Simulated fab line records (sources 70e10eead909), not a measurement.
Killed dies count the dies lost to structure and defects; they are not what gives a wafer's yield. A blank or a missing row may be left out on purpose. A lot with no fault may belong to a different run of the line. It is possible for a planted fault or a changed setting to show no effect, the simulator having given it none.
Which tool is to blame? | flow nand-harc | 12 lots with 36 wafers sampled at 2 steps, on a route of 1302 steps

## WHAT THE GAUGES SHOWED, per wafer
NHARC_P_GATE_CD_MEAS_11 targets a cd of 1640 nm.
lot  | measured     | on        | cd-nm (nm)
L075 | day 4 20:55  | cd-sem-02 | 1640.1 1641.3 1636.3
L077 | day 5 14:14  | cd-sem-01 | 1638.4 1640.7 1636.9
L079 | day 6 09:24  | cd-sem-03 | 1642.4 1635.0 1640.6
L081 | day 7 16:25  | cd-sem-02 | 1636.7 1637.6 1637.4
L083 | day 8 05:08  | cd-sem-01 | 1639.8 1640.3 1640.5
L085 | day 9 00:30  | cd-sem-03 | 1641.4 1639.2 1639.3
L087 | day 10 09:20 | cd-sem-02 | 1639.9 1638.1 1636.4
L089 | day 10 09:11 | cd-sem-01 | 1638.1 1638.3 1638.5
L091 | day 11 13:31 | cd-sem-02 | 1638.5 1639.7 1642.3
L093 | day 12 09:04 | cd-sem-02 | 1641.9 1638.6 1640.3
L095 | day 12 23:13 | cd-sem-02 | 1641.6 1641.5 1638.9
L097 | day 13 19:36 | cd-sem-03 | 1637.8 1638.4 1640.9

## WHAT TOOL EACH LOT RAN ON (gives the tool, then ch and the chambers of the sampled wafers, and finally the start)
lot  | NHARC_P_STI_ETCH_15
L075 | rie-si-02 ch 0,1,2, day 3 10:38
L077 | rie-si-03 ch 0,1,3, day 4 01:37
L079 | rie-si-03 ch 1,2,3, day 4 22:31
L081 | rie-si-05 ch 0,1,3, day 5 21:48
L083 | rie-si-02 ch 1,2,3, day 6 14:29
L085 | rie-si-02 ch 0,2,3, day 7 11:46
L087 | rie-si-05 ch 0,1,2, day 8 10:54
L089 | rie-si-05 ch 0,2, day 9 01:09
L091 | rie-si-05 ch 1,2,3, day 9 22:41
L093 | rie-si-02 ch 0,1, day 10 20:49
L095 | rie-si-03 ch 2,3, day 11 15:41
L097 | rie-si-05 ch 0,1,3, day 12 08:58
- NHARC_P_STI_ETCH_15: etches the open film in HBr/Cl2, target depth 300 nm, time 100.1 s.

## THE ANSWER, worked out from the rows above alone
Rule: the lots themselves supply what counts as usual. Put in order of their means at a reading, lots are off if they are a third of the lots or fewer, leave a main group of 4 or more, and stand apart from it by a gap of 3 or more times the standard deviation of the main group's means; of several such gaps the widest counts. A main group is skipped when, at the precision printed for the reading in the tables above, its means are all equal. A lot without any number at a reading at which 4 lots or more have one is off too. Any other lot the step has rows for is counted as sound.
No lot is off on any of the readings shown, so nothing can be concluded from this.

## WHAT THE SIMULATOR HAD INSERTED
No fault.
